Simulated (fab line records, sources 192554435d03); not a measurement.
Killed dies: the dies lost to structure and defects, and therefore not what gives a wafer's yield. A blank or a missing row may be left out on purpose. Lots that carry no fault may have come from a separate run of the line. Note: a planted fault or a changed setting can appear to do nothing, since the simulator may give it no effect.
Chamber matching :: flow n5-finfet :: rie-diel-06 running N5_BEOL_M6_STRIP_36: 4 sister chambers
The step strips in N2/H2. 4 wafers are shown with their chamber, then 10 later ones without.

WAFERS WITH THEIR CHAMBER
wafer: L082.2
chamber: 3
showerhead-plenum-p-Torr (Torr): 2.40

wafer: L082.5
chamber: 1
showerhead-plenum-p-Torr (Torr): 2.53

wafer: L086.1
chamber: 0
showerhead-plenum-p-Torr (Torr): 2.60

wafer: L086.2
chamber: 2
showerhead-plenum-p-Torr (Torr): 2.70

WAFERS WITH NO CHAMBER GIVEN
wafer: L086.4
showerhead-plenum-p-Torr (Torr): 2.60

wafer: L088.2
showerhead-plenum-p-Torr (Torr): 2.52

wafer: L088.3
showerhead-plenum-p-Torr (Torr): 2.60

wafer: L088.5
showerhead-plenum-p-Torr (Torr): 2.70

wafer: L089.2
showerhead-plenum-p-Torr (Torr): 2.70

wafer: L089.5
showerhead-plenum-p-Torr (Torr): 2.70

wafer: L089.6
showerhead-plenum-p-Torr (Torr): 2.52

wafer: L093.2
showerhead-plenum-p-Torr (Torr): 2.52

wafer: L093.5
showerhead-plenum-p-Torr (Torr): 2.52

wafer: L093.6
showerhead-plenum-p-Torr (Torr): 2.70

WHICH CHAMBER EACH WENT THROUGH
wafer: L086.4
from the rows above: 0
in truth: 0

wafer: L088.2
from the rows above: 1
in truth: 1

wafer: L088.3
from the rows above: 0
in truth: 0

wafer: L088.5
from the rows above: 2
in truth: 2

wafer: L089.2
from the rows above: 2
in truth: 2

wafer: L089.5
from the rows above: 2
in truth: 2

wafer: L089.6
from the rows above: 1
in truth: 1

wafer: L093.2
from the rows above: 1
in truth: 1

wafer: L093.5
from the rows above: 1
in truth: 1

wafer: L093.6
from the rows above: 2
in truth: 2
10 of 10 placed correctly. Not placeable from these rows: 0. Wrongly placed: 0.
How it was worked out, from the rows above alone: a wafer's distance from a chamber is the root of the sum, over the readings, of the square of ((its reading less the chamber's mean) divided by the reading's scatter). The wafer belongs to the nearest chamber; if the next one is less than 2 further off, it can't be placed. A chamber's mean is the mean of its shown wafers. The scatter: with one shown wafer a chamber, the root of the mean of the squares of how far each hidden wafer lies from its nearest shown one.
